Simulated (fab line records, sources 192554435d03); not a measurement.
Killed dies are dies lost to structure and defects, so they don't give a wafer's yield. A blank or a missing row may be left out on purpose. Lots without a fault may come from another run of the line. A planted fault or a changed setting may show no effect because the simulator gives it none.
Which tool did it? | flow n5_finfet | 24 lots, 72 wafers sampled, at 5 steps of a route of 1938

WHAT THE GAUGES READ, wafer by wafer
N5_FIN_SAQP_CD_MEAS_37: target cd 8 nm. Usual: cd_nm 8.13 nm, standard deviation 0.25.
lot  | measured    | on        | cd_nm (nm)     | flag
L074 | day 2 03:10 | cd_sem-01 | 7.91 8.82 7.93 |
L075 | day 2 08:20 | cd_sem-01 | 8.17 8.21 8.33 |
L076 | day 2 14:02 | cd_sem-02 | 7.90 7.93 8.26 |
L077 | day 2 19:44 | cd_sem-01 | 7.88 8.04 7.96 |
L078 | day 3 01:42 | cd_sem-01 | 8.15 7.95 7.97 |
L079 | day 3 09:27 | cd_sem-03 | 8.30 8.26 8.08 |
L080 | day 3 15:16 | cd_sem-02 | 8.28 8.44 8.48 |
L081 | day 3 21:02 | cd_sem-03 | 8.47 7.82 8.07 |
L082 | day 4 01:45 | cd_sem-01 | 8.05 8.52 8.40 |
L083 | day 4 07:30 | cd_sem-01 | 8.22 7.90 7.69 |
L084 | day 4 15:46 | cd_sem-03 | 8.31 8.48 8.26 |
L085 | day 4 21:00 | cd_sem-03 | 7.72 7.77 7.88 |
L086 | day 5 05:25 | cd_sem-01 | 8.55 8.21 8.50 |
L087 | day 5 10:31 | cd_sem-02 | 7.81 8.33 8.19 |
L088 | day 5 14:07 | cd_sem-01 | 8.21 8.23 8.03 |
L089 | day 5 20:16 | cd_sem-01 | 7.67 8.14 7.98 |
L090 | day 6 02:33 | cd_sem-01 | 8.03 7.90 7.60 |
L091 | day 6 08:51 | cd_sem-03 | 7.99 7.96 7.83 |
L092 | day 6 13:45 | cd_sem-01 | 8.07 8.12 7.97 |
L093 | day 6 20:17 | cd_sem-02 | 8.00 8.12 8.28 |
L094 | day 7 02:22 | cd_sem-01 | 8.62 8.15 8.48 |
L095 | day 7 10:11 | cd_sem-01 | 8.38 8.20 7.83 |
L096 | day 7 15:52 | cd_sem-03 | 8.14 8.24 8.44 |
L097 | day 7 22:33 | cd_sem-01 | 8.36 7.86 7.98 |

WHICH TOOL RAN EACH LOT (tool, then ch and the chambers of the sampled wafers, then the start)
lot  | N5_WELL_APT_DESCUM_13             | N5_FIN_SAQP_MANDREL2_REMOVE_60  | N5_FIN_SAQP_HM_CD_35   | N5_FIN_SAQP_FIN_ETCH_36
L074 | rie_diel-06 ch 1,2,3, day 1 13:54 | rie_si-05 ch 0,2,3, day 2 02:35 | cd_sem-02, day 2 02:58 | rie_si-04 ch 0,1,3, day 2 03:02
L075 | rie_diel-02 ch 0,3, day 1 19:58   | rie_si-05 ch 0,1,3, day 2 07:47 | cd_sem-01, day 2 08:10 | rie_si-01 ch 1,2, day 2 08:13
L076 | rie_diel-01 ch 0,1,3, day 2 01:47 | rie_si-05 ch 2,3, day 2 13:24   | cd_sem-02, day 2 13:51 | rie_si-01 ch 1,2,3, day 2 13:55
L077 | rie_diel-01 ch 0,2, day 2 07:47   | rie_si-04 ch 0,3, day 2 19:04   | cd_sem-02, day 2 19:32 | rie_si-01 ch 0,1,3, day 2 19:36
L078 | rie_diel-01 ch 0,1,2, day 2 13:49 | rie_si-04 ch 1,3, day 3 01:03   | cd_sem-03, day 3 01:31 | rie_si-01 ch 0,2,3, day 3 01:35
L079 | rie_diel-01 ch 1,3, day 2 20:19   | rie_si-05 ch 2,3, day 3 08:47   | cd_sem-01, day 3 09:16 | rie_si-04 ch 0,2, day 3 09:19
L080 | rie_diel-02 ch 0,1,2, day 3 01:41 | rie_si-05 ch 1,3, day 3 14:42   | cd_sem-01, day 3 15:04 | rie_si-04 ch 0,3, day 3 15:08
L081 | rie_diel-06 ch 1,2,3, day 3 08:06 | rie_si-01 ch 0,2, day 3 20:29   | cd_sem-01, day 3 20:51 | rie_si-05 ch 1,2, day 3 20:55
L082 | rie_diel-02 ch 0,2,3, day 3 13:38 | rie_si-04 ch 1,2,3, day 4 01:11 | cd_sem-02, day 4 01:34 | rie_si-05 ch 2,3, day 4 01:38
L083 | rie_diel-02 ch 0,2,3, day 3 19:44 | rie_si-01 ch 0,2, day 4 06:56   | cd_sem-02, day 4 07:19 | rie_si-04 ch 0,3, day 4 07:22
L084 | rie_diel-01 ch 2,3, day 4 02:32   | rie_si-05 ch 0,1, day 4 15:04   | cd_sem-01, day 4 15:35 | rie_si-01 ch 0,1,3, day 4 15:39
L085 | rie_diel-02 ch 0,3, day 4 07:40   | rie_si-04 ch 2,3, day 4 20:13   | cd_sem-03, day 4 20:49 | rie_si-05 ch 0,1, day 4 20:53
L086 | rie_diel-02 ch 0,1,2, day 4 13:47 | rie_si-05 ch 1,2, day 5 04:50   | cd_sem-02, day 5 05:14 | rie_si-01 ch 0,3, day 5 05:18
L087 | rie_diel-06 ch 0,1,3, day 4 19:46 | rie_si-05 ch 1,2,3, day 5 09:53 | cd_sem-02, day 5 10:19 | rie_si-01 ch 0,1,2, day 5 10:23
L088 | rie_diel-02 ch 0,1,2, day 5 01:47 | rie_si-05 ch 0,2,3, day 5 13:34 | cd_sem-01, day 5 13:56 | rie_si-01 ch 0,2,3, day 5 14:00
L089 | rie_diel-01 ch 1,2,3, day 5 07:46 | rie_si-01 ch 1,3, day 5 19:42   | cd_sem-02, day 5 20:05 | rie_si-05 ch 0,2, day 5 20:09
L090 | rie_diel-06 ch 1,3, day 5 13:49   | rie_si-01 ch 0,1,3, day 6 01:59 | cd_sem-01, day 6 02:22 | rie_si-05 ch 1,2, day 6 02:25
L091 | rie_diel-01 ch 2,3, day 5 19:47   | rie_si-04 ch 2,3, day 6 08:14   | cd_sem-03, day 6 08:40 | rie_si-01 ch 2,3, day 6 08:43
L092 | rie_diel-01 ch 2,3, day 6 02:08   | rie_si-04 ch 2,3, day 6 13:10   | cd_sem-01, day 6 13:34 | rie_si-05 ch 0,1,3, day 6 13:37
L093 | rie_diel-01 ch 0,2,3, day 6 08:10 | rie_si-01 ch 0,1,2, day 6 19:43 | cd_sem-03, day 6 20:07 | rie_si-05 ch 0,1,3, day 6 20:10
L094 | rie_diel-02 ch 0,3, day 6 13:49   | rie_si-05 ch 2,3, day 7 01:45   | cd_sem-01, day 7 02:11 | rie_si-04 ch 0,2,3, day 7 02:15
L095 | rie_diel-01 ch 0,3, day 6 20:04   | rie_si-05 ch 2,3, day 7 09:29   | cd_sem-03, day 7 09:59 | rie_si-01 ch 0,2,3, day 7 10:04
L096 | rie_diel-06 ch 0,3, day 7 01:54   | rie_si-05 ch 0,1,3, day 7 15:15 | cd_sem-03, day 7 15:40 | rie_si-04 ch 0,2, day 7 15:44
L097 | rie_diel-01 ch 0,1,2, day 7 08:20 | rie_si-04 ch 0,1,2, day 7 21:59 | cd_sem-01, day 7 22:22 | rie_si-01 ch 1,3, day 7 22:25
- N5_WELL_APT_DESCUM_13: chemistry O2, time 7.9 s.
- N5_FIN_SAQP_MANDREL2_REMOVE_60: chemistry HBr/Cl2/O2, target a-Si, stops on SiNx, bt time 10 s.
- N5_FIN_SAQP_HM_CD_35: target cd 8 nm.
- N5_FIN_SAQP_FIN_ETCH_36: etches the open film in HBr/Cl2/O2, target depth 120 nm, time 50.4 s.

WHAT THE TOOLS THEMSELVES READ (means of the sampled wafers that have a number; where no wafer has one, the mark that the record gives instead)
N5_WELL_APT_DESCUM_13. Usual: drypump_motor_current_A 5.6 A, standard deviation 0.32; o2_flow_sccm 225.0 sccm, standard deviation 0.74; oes_product_au 0.80 a.u., standard deviation 0.068; rf_vpp_V 243.3 V, standard deviation 1.2; showerhead_plenum_p_Torr 2.10 Torr, standard deviation 0.062; throttle_valve_pct 20.53 %, standard deviation 0.22.
lot  | tool        | drypump_motor_current_A (A) | o2_flow_sccm (sccm) | oes_product_au (a.u.) | rf_vpp_V (V) | showerhead_plenum_p_Torr (Torr) | throttle_valve_pct (%) | flag
L074 | rie_diel-06 | 5.4                         | 224.9               | 0.75                  | 243.6        | 2.08                            | 20.36                  |
L075 | rie_diel-02 | 5.8                         | 224.7               | 0.81                  | 242.9        | 2.08                            | 20.43                  |
L076 | rie_diel-01 | 5.7                         | 224.6               | 0.80                  | 243.6        | 2.12                            | 20.53                  |
L077 | rie_diel-01 | 5.7                         | 225.7               | 0.88                  | 244.3        | 2.13                            | 20.49                  |
L078 | rie_diel-01 | 5.7                         | 224.8               | 0.83                  | 244.0        | 2.13                            | 20.55                  |
L079 | rie_diel-01 | 5.7                         | 224.2               | 0.74                  | 242.9        | 2.10                            | 20.56                  |
L080 | rie_diel-02 | 5.5                         | 225.4               | 0.80                  | 242.2        | 2.05                            | 20.51                  |
L081 | rie_diel-06 | 5.4                         | 224.8               | 0.74                  | 242.6        | 2.07                            | 20.38                  |
L082 | rie_diel-02 | 5.5                         | 225.0               | 0.77                  | 242.6        | 2.07                            | 20.67                  |
L083 | rie_diel-02 | 5.5                         | 225.5               | 0.77                  | 242.3        | 2.07                            | 20.67                  |
L084 | rie_diel-01 | 5.7                         | 225.5               | 0.80                  | 242.8        | 2.10                            | 20.54                  |
L085 | rie_diel-02 | 5.5                         | 224.7               | 0.78                  | 243.6        | 2.14                            | 20.71                  |
L086 | rie_diel-02 | 5.5                         | 224.5               | 0.77                  | 242.4        | 2.04                            | 20.53                  |
L087 | rie_diel-06 | 5.4                         | 224.9               | 0.74                  | 243.7        | 2.08                            | 20.58                  |
L088 | rie_diel-02 | 5.5                         | 224.7               | 0.77                  | 242.9        | 2.04                            | 20.53                  |
L089 | rie_diel-01 | 5.7                         | 224.6               | 0.86                  | 243.4        | 2.11                            | 20.44                  |
L090 | rie_diel-06 | 5.4                         | 225.6               | 0.72                  | 242.6        | 2.03                            | 20.42                  |
L091 | rie_diel-01 | 5.7                         | 225.1               | 0.78                  | 243.0        | 2.09                            | 20.56                  |
L092 | rie_diel-01 | 5.7                         | 224.4               | 0.80                  | 242.3        | 2.11                            | 20.57                  |
L093 | rie_diel-01 | 5.7                         | 224.7               | 0.82                  | 243.5        | 2.11                            | 20.54                  |
L094 | rie_diel-02 | 5.8                         | 225.2               | 0.78                  | 242.7        | 2.07                            | 20.48                  |
L095 | rie_diel-01 | 5.7                         | 225.6               | 0.79                  | 242.9        | 2.09                            | 20.55                  |
L096 | rie_diel-06 | 5.7                         | 225.9               | 0.75                  | 242.4        | 2.06                            | 20.62                  |
L097 | rie_diel-01 | 5.7                         | 223.8               | 0.86                  | 243.8        | 2.12                            | 20.45                  |

N5_FIN_SAQP_MANDREL2_REMOVE_60. Usual: drypump_motor_current_A 5.7 A, standard deviation 0.5; oes_product_au 1.000 a.u., standard deviation 0.015; throttle_valve_pct 36.6 %, standard deviation 0.39.
lot  | tool      | drypump_motor_current_A (A) | oes_product_au (a.u.) | throttle_valve_pct (%) | flag
L074 | rie_si-05 | 5.7                         | 0.993                 | 36.7                   |
L075 | rie_si-05 | 6.1                         | 0.992                 | 36.3                   |
L076 | rie_si-05 | 5.4                         | 0.988                 | 36.9                   |
L077 | rie_si-04 | 5.2                         | 0.998                 | 36.7                   |
L078 | rie_si-04 | 5.6                         | 0.999                 | 36.9                   |
L079 | rie_si-05 | 5.4                         | 0.990                 | 36.9                   |
L080 | rie_si-05 | 5.9                         | 0.982                 | 36.5                   |
L081 | rie_si-01 | 5.7                         | 0.984                 | 36.5                   |
L082 | rie_si-04 | 5.4                         | 1.005                 | 36.8                   |
L083 | rie_si-01 | 5.7                         | 0.988                 | 36.5                   |
L084 | rie_si-05 | 6.3                         | 1.000                 | 36.0                   |
L085 | rie_si-04 | 5.1                         | 1.009                 | 36.6                   |
L086 | rie_si-05 | 6.0                         | 0.999                 | 36.3                   |
L087 | rie_si-05 | 5.7                         | 0.994                 | 36.5                   |
L088 | rie_si-05 | 5.7                         | 0.998                 | 36.6                   |
L089 | rie_si-01 | 5.7                         | 1.026                 | 37.0                   |
L090 | rie_si-01 | 5.8                         | 1.010                 | 36.8                   |
L091 | rie_si-04 | 5.2                         | 0.999                 | 36.7                   |
L092 | rie_si-04 | 5.2                         | 1.001                 | 36.7                   |
L093 | rie_si-01 | 5.7                         | 0.997                 | 36.7                   |
L094 | rie_si-05 | 5.4                         | 0.992                 | 36.9                   |
L095 | rie_si-05 | 5.5                         | 0.995                 | 36.7                   |
L096 | rie_si-05 | 6.1                         | 0.998                 | 36.3                   |
L097 | rie_si-04 | 5.2                         | 1.013                 | 36.7                   |

N5_FIN_SAQP_HM_CD_35. Usual: cd_nm 8.09 nm, standard deviation 0.27.
lot  | tool      | cd_nm (nm) | flag
L074 | cd_sem-02 | 8.16       |
L075 | cd_sem-01 | 8.17       |
L076 | cd_sem-02 | 8.14       |
L077 | cd_sem-02 | 7.84       |
L078 | cd_sem-03 | 8.18       |
L079 | cd_sem-01 | 7.96       |
L080 | cd_sem-01 | 7.98       |
L081 | cd_sem-01 | 8.08       |
L082 | cd_sem-02 | 8.30       |
L083 | cd_sem-02 | 7.75       |
L084 | cd_sem-01 | 8.46       |
L085 | cd_sem-03 | 8.13       |
L086 | cd_sem-02 | 8.21       |
L087 | cd_sem-02 | 8.23       |
L088 | cd_sem-01 | 8.05       |
L089 | cd_sem-02 | 8.13       |
L090 | cd_sem-01 | 7.97       |
L091 | cd_sem-03 | 8.17       |
L092 | cd_sem-01 | 8.25       |
L093 | cd_sem-03 | 7.88       |
L094 | cd_sem-01 | 7.99       |
L095 | cd_sem-03 | 7.89       |
L096 | cd_sem-03 | 8.18       |
L097 | cd_sem-01 | 8.09       |

N5_FIN_SAQP_FIN_ETCH_36. Usual: drypump_motor_current_A 5.7 A, standard deviation 0.46; oes_product_au 0.999 a.u., standard deviation 0.018; throttle_valve_pct 36.0 %, standard deviation 0.39.
lot  | tool      | drypump_motor_current_A (A) | oes_product_au (a.u.) | throttle_valve_pct (%) | flag
L074 | rie_si-04 | 5.3                         | 1.008                 | 36.1                   |
L075 | rie_si-01 | 5.5                         | 1.013                 | 36.3                   |
L076 | rie_si-01 | 5.6                         | 1.020                 | 36.3                   |
L077 | rie_si-01 | 5.8                         | 1.001                 | 36.1                   |
L078 | rie_si-01 | 5.8                         | 1.005                 | 36.0                   |
L079 | rie_si-04 | 4.9                         | 1.008                 | 35.7                   |
L080 | rie_si-04 | 4.9                         | 1.006                 | 35.9                   |
L081 | rie_si-05 | 6.0                         | 0.982                 | 35.6                   |
L082 | rie_si-05 | 5.4                         | 0.984                 | 36.3                   |
L083 | rie_si-04 | 4.9                         | 1.005                 | 35.8                   |
L084 | rie_si-01 | 5.8                         | 1.006                 | 36.1                   |
L085 | rie_si-05 | 6.3                         | 0.987                 | 35.3                   |
L086 | rie_si-01 | 6.0                         | 1.002                 | 36.1                   |
L087 | rie_si-01 | 5.7                         | 0.980                 | 36.1                   |
L088 | rie_si-01 | 5.8                         | 0.991                 | 36.0                   |
L089 | rie_si-05 | 5.6                         | 0.995                 | 36.1                   |
L090 | rie_si-05 | 6.0                         | 0.989                 | 35.6                   |
L091 | rie_si-01 | 5.7                         | 1.007                 | 36.2                   |
L092 | rie_si-05 | 6.1                         | 0.992                 | 35.6                   |
L093 | rie_si-05 | 6.1                         | 0.984                 | 35.6                   |
L094 | rie_si-04 | 5.0                         | 1.004                 | 35.9                   |
L095 | rie_si-01 | 5.8                         | 0.997                 | 36.0                   |
L096 | rie_si-04 | 4.9                         | 1.014                 | 35.7                   |
L097 | rie_si-01 | 5.7                         | 1.016                 | 36.4                   |

THE ANSWER, worked out from the rows above alone
Rule: a lot is off if the mean of its wafers that have a number lies more than 3 standard deviations from the usual mean. A lot without any number at a reading at which 4 lots or more have one is off too. The other lots that the step has rows for count as sound. The gauges are gone through in route order, then the tools' own readings, and for those a lot's mean is taken as printed above. The first step at which some lot is off is used, and at that step the reading that is off furthest; a lot without a number counts as furthest.
No lot is off at any reading shown: from this, nothing can be told.

WHAT THE SIMULATOR HAD PUT IN
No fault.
